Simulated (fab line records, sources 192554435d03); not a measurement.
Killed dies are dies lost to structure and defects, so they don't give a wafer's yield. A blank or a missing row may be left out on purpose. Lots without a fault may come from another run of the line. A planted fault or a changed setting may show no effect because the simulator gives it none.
Split-lot experiment | flow n5_finfet | 7 lots, 39 wafers read, on a route of 1938 steps

THE SPLIT
At N5_SD_EPI_P_EPI_21 (deposits SiGe:B, time 355 s), the setting epi_growth_time_s was moved away from the recipe's 355 s on 15 of the 39 wafers read, by -36.8% to +57.3%. The other wafers ran this setting at the recipe's value.

The reading is taken at the split's own step.

THE READING
SiGe-B_of_SD_EPI_P_EPI_21.thk_nm (the simulator's own value, which no gauge read), in nm, at N5_SD_EPI_P_EPI_21 (deposits SiGe:B, time 355 s). The file gives no usual value for it. The 24 wafers here that ran the recipe average 61.2 nm, standard deviation 0.93 nm.

wafer  | tool, chamber at the split | epi_growth_time_s as run, s | against the recipe | SiGe-B_of_SD_EPI_P_EPI_21.thk_nm, nm | against lot-mates on the recipe
L074.1 | epi_rpcvd-04, 0            | 355                         | recipe             | 59.2                                 | -
L074.2 | epi_rpcvd-04, 0            | 355                         | recipe             | 60.4                                 | -
L074.3 | epi_rpcvd-04, 0            | 558.5                       | +57.3%             | 82.2                                 | +22.3
L074.4 | epi_rpcvd-04, 0            | 558.5                       | +57.3%             | 83                                   | +23.1
L074.5 | epi_rpcvd-04, 0            | 558.5                       | +57.3%             | 82                                   | +22.1
L074.6 | epi_rpcvd-04, 0            | 355                         | recipe             | 60.2                                 | -
L078.1 | epi_rpcvd-03, 0            | 355                         | recipe             | 61.2                                 | -
L078.3 | epi_rpcvd-03, 0            | 355                         | recipe             | 61.2                                 | -
L078.2 | epi_rpcvd-03, 0            | 293.9                       | -17.2%             | 53.6                                 | -7.3
L078.4 | epi_rpcvd-03, 0            | 293.9                       | -17.2%             | 54                                   | -6.9
L078.5 | epi_rpcvd-03, 0            | 355                         | recipe             | 60.2                                 | -
L078.6 | epi_rpcvd-03, 0            | 293.9                       | -17.2%             | 53.8                                 | -7.1
L083.1 | epi_rpcvd-04, 0            | 355                         | recipe             | 62.4                                 | -
L083.2 | epi_rpcvd-04, 0            | 355                         | recipe             | 61.8                                 | -
L083.3 | epi_rpcvd-04, 0            | 355                         | recipe             | 62.6                                 | -
L083.6 | epi_rpcvd-04, 0            | 355                         | recipe             | 62.6                                 | -
L083.4 | epi_rpcvd-04, 0            | 355                         | recipe             | 62.2                                 | -
L083.5 | epi_rpcvd-04, 0            | 355                         | recipe             | 61.2                                 | -
L088.1 | epi_rpcvd-04, 0            | 224.5                       | -36.8%             | 42                                   | -19.6
L088.2 | epi_rpcvd-04, 0            | 224.5                       | -36.8%             | 42.4                                 | -19.2
L088.3 | epi_rpcvd-04, 0            | 355                         | recipe             | 61.4                                 | -
L088.4 | epi_rpcvd-04, 0            | 355                         | recipe             | 61.8                                 | -
L088.5 | epi_rpcvd-04, 0            | 224.5                       | -36.8%             | 42.2                                 | -19.4
L088.6 | epi_rpcvd-04, 0            | 355                         | recipe             | 61.6                                 | -
L089.1 | epi_rpcvd-01, 0            | 355                         | recipe             | 62                                   | -
L089.4 | epi_rpcvd-01, 0            | 355                         | recipe             | 62                                   | -
L089.2 | epi_rpcvd-01, 0            | 460.2                       | +29.6%             | 74.4                                 | +12.3
L089.6 | epi_rpcvd-01, 0            | 460.2                       | +29.6%             | 74.4                                 | +12.3
L089.3 | epi_rpcvd-01, 0            | 460.2                       | +29.6%             | 74                                   | +11.9
L089.5 | epi_rpcvd-01, 0            | 355                         | recipe             | 62.4                                 | -
L092.1 | epi_rpcvd-01, 0            | 251.1                       | -29.3%             | 46.8                                 | -13.6
L092.2 | epi_rpcvd-01, 0            | 355                         | recipe             | 60.2                                 | -
L092.3 | epi_rpcvd-01, 0            | 355                         | recipe             | 60                                   | -
L092.4 | epi_rpcvd-01, 0            | 251.1                       | -29.3%             | 46.4                                 | -14.0
L092.5 | epi_rpcvd-01, 0            | 355                         | recipe             | 61                                   | -
L092.6 | epi_rpcvd-01, 0            | 251.1                       | -29.3%             | 45.6                                 | -14.8
L095.1 | epi_rpcvd-03, 0            | 355                         | recipe             | 61.2                                 | -
L095.3 | epi_rpcvd-03, 0            | 355                         | recipe             | 60                                   | -
L095.5 | epi_rpcvd-03, 0            | 355                         | recipe             | 60.6                                 | -

THE FIT
A straight line over all 39 wafers: SiGe-B_of_SD_EPI_P_EPI_21.thk_nm changes by +0.43 nm for each +1% of epi_growth_time_s; r = +0.99; the points scatter about the line by 1.6 nm.
The same after taking each lot's own level away (the mean of its wafers on the recipe; 39 wafers): +0.435 nm for each +1%; r = +0.99; scatter 1.2 nm.
On that fit, the largest move of epi_growth_time_s shifts the reading by 25 nm.
The lots' own levels span 59.93 to 62.13 nm, that is 2.4 times the standard deviation above.
So the lot-to-lot level changes the slope little: the two slopes agree.
Check: with one of the wafers moved furthest among these (+57.3%) left out of the fit, the line predicts +24.8 nm for it against its lot-mates. It came out at +22.3 nm against them.

OTHER SPLITS ON THESE WAFERS
These wafers also went through other splits before the reading. Each is held against what the fit with the lots' levels taken away leaves over:
other split on the same wafers | wafers away from the commonest value | r with SiGe-B_of_SD_EPI_P_EPI_21.thk_nm (lot level and that fit taken away)
N5_FIN_SAQP_PECVD_06 time_s    | 12                                   | -0.35

THE WHOLE CHAIN: every reading that the file lists as answering this split, in the file's order
step                    | what it does                | reading                                                                           | change (the file's fit)               | r (the file's)
N5_SD_EPI_P_EPI_21      | deposits SiGe:B, time 355 s | SiGe-B_of_SD_EPI_P_EPI_21.thk_nm (the simulator's own value, which no gauge read) | +0.434 nm for each +1% of the setting | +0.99
N5_SD_EPI_P_EPI_MEAS_23 |                             | thk_nm                                                                            | withheld for each +1% of the setting  | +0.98

THE FILE'S OWN FIT
SiGe-B_of_SD_EPI_P_EPI_21.thk_nm changes by +0.434 nm for each +1% of epi_growth_time_s, r = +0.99.
